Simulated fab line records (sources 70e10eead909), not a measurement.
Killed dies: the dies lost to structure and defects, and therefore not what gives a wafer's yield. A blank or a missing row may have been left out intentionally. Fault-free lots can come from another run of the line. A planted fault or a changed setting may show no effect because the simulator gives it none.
Comparing a struck lot with a sound one ; flow nand harc ; 22 steps out of a route of 1302
Sound: the wafers L698.1, L698.3, L698.4. Struck: wafers L713.2, L713.3, L713.5. The cause is given at the end.
Per side, at each step with rows, come the tool, then ch with its chambers, and then its first start. Under that, the readings that differ: sound wafers ; struck wafers ; difference of the means ; sigmas: that difference in standard deviations of wafers without a fault.
alike: readings whose means differ by less than 2 such deviations, and words and numbers that are the same on both sides. not compared: withheld readings, readings that some wafer has no value for, bounds like >300 that may hide the same value, and numbers for which the record gives no deviation and whose values overlap.
The two part at a step that has a row with sigmas, a row that says differs or no value, or rows on one side only. Numbers that have no deviation but don't overlap get no sigmas and don't part them. Lack of a reading on every wafer of one side parts them only where that side has two or more wafers.

NHARC_P_CONTACT_CVD_23: deposits W, target thk 200 nm, time 557 s.
  sound: cvd w-02 ch 0,1; struck: cvd w-01 ch 0,1
reading;sound;struck;difference;sigmas
heater power w (W);421 447 416;530 447 508;+67;+2
  alike: chamber pressure Torr, throttle valve pct
NHARC_P_CONTACT_CMP_24: polishes, t overpolish 30 s, target thk 200 nm.
  sound on cmp-03 ch 1,2,3, day 7 04:04; struck on cmp-03 ch 0,2,3, day 13 16:37
  alike: motor current A, overpolish run s, retaining ring pressure frac, time to endpoint s
after that, 1 step had no rows for these wafers: NHARC_P_CONTACT_SRD_26.
NHARC_P_CONTACT_INSPECT_27:
  struck on defect inspect-01, day 13 16:59; sound on defect inspect-02, day 7 04:26
  alike: raw defect count
then, 7 steps without rows for these wafers: NHARC_P_M0_DEP_00 (deposits SiOC, target thk 150 nm); NHARC_P_M0_DEHYDRATE_01 (time 120 s); NHARC_P_M0_HMDS_02 (time 30 s); NHARC_P_M0_COAT_33 (time 65 s); NHARC_P_M0_COAT_03 (resist thk 90 nm); NHARC_P_M0_SOFTBAKE_04 (time 55 s); NHARC_P_M0_EBR_05.
NHARC_P_M0_EXPOSE_06: exposes mask P M0, target cd 90 nm.
  sound on arfi scanner-02 ch 0, day 7 05:05; struck on arfi scanner-01 ch 0, day 13 17:37
reading;sound;struck;difference;sigmas
exposure dose mJ cm2;81.31 81.25 81.28;81.63 81.62 81.66;+0.36;+4
  alike: mask
then, 2 steps without rows for these wafers: NHARC_P_M0_PEB_07 (peb time 65 s); NHARC_P_M0_DEVELOP_08 (develop time 35 s).
NHARC_P_M0_CD_MEAS_09: target cd 90 nm.
  sound on cd sem-03 ch 0, day 7 05:13; struck on cd sem-02 ch 0, day 13 17:46
reading;sound;struck;difference;sigmas
cd nm (nm);89.6 89.3 89.7;87.8 88.4 87.5;-1.6;-3
NHARC_P_M0_OVL_MEAS_10: pitch 180 nm.
  struck on overlay-01, day 13 17:50; sound on overlay-01, day 7 05:19
  alike: overlay x nm, overlay y nm
NHARC_P_M0_INSPECT_11:
  struck on defect inspect-01, day 13 17:53; sound on defect inspect-01, day 7 05:20
  alike: raw defect count
NHARC_P_M0_DESCUM_14: chemistry O2, time 3 s.
  sound on rie diel-07 ch 0,2,3, day 7 05:24; struck on rie diel-11 ch 2,3, day 13 17:56
reading;sound;struck;difference;sigmas
model.P_M0.cd nm (nm);89.81 89.29 89.83;88.22 88.68 87.8;-1.41;
  alike: drypump motor current A, oes product au, rf vpp V, showerhead plenum p Torr, throttle valve pct
  not compared: rf hours counter h
NHARC_P_M0_ETCH_34: etches the open film in N2/H2, target depth 40 nm, overetch 12 nm, time 43.94 s.
  sound on rie diel-07 ch 0,1,3, day 7 05:29; struck on rie diel-11 ch 0,1,3, day 13 18:02
  alike: bias w, drypump motor current A, h2 flow sccm, oes product au, rf vpp V, showerhead plenum p Torr, throttle valve pct
  not compared: rf hours counter h
NHARC_P_M0_ETCH_15: etches the open film in C4F8/Ar, target depth 150 nm, overetch 15 nm, time 82.5 s.
  sound: rie diel-07 ch 0,1,2; struck: rie diel-11 ch 1,2,3
reading;sound;struck;difference;sigmas
model.P_M0.cd nm (nm);89.97 89.14 89.82;88.18 88.3 87.77;-1.56;
  alike: bias w, oes product au, rf vpp V
  not compared: rf hours counter h
NHARC_P_M0_CD_MEAS_16:
  struck on cd sem-02, day 13 18:15; sound on cd sem-02, day 7 05:42
reading;sound;struck;difference;sigmas
cd nm (nm);90.2 89.1 89.7;88.1 88.1 87.8;-1.7;-3
after that, 1 step had no rows for these wafers: NHARC_END_SORT_01.

== WHERE THEY PART ==
Last at NHARC_P_M0_CD_MEAS_16 as far as this record goes, first at NHARC_P_CONTACT_CVD_23.

WHY: what the simulator had put in
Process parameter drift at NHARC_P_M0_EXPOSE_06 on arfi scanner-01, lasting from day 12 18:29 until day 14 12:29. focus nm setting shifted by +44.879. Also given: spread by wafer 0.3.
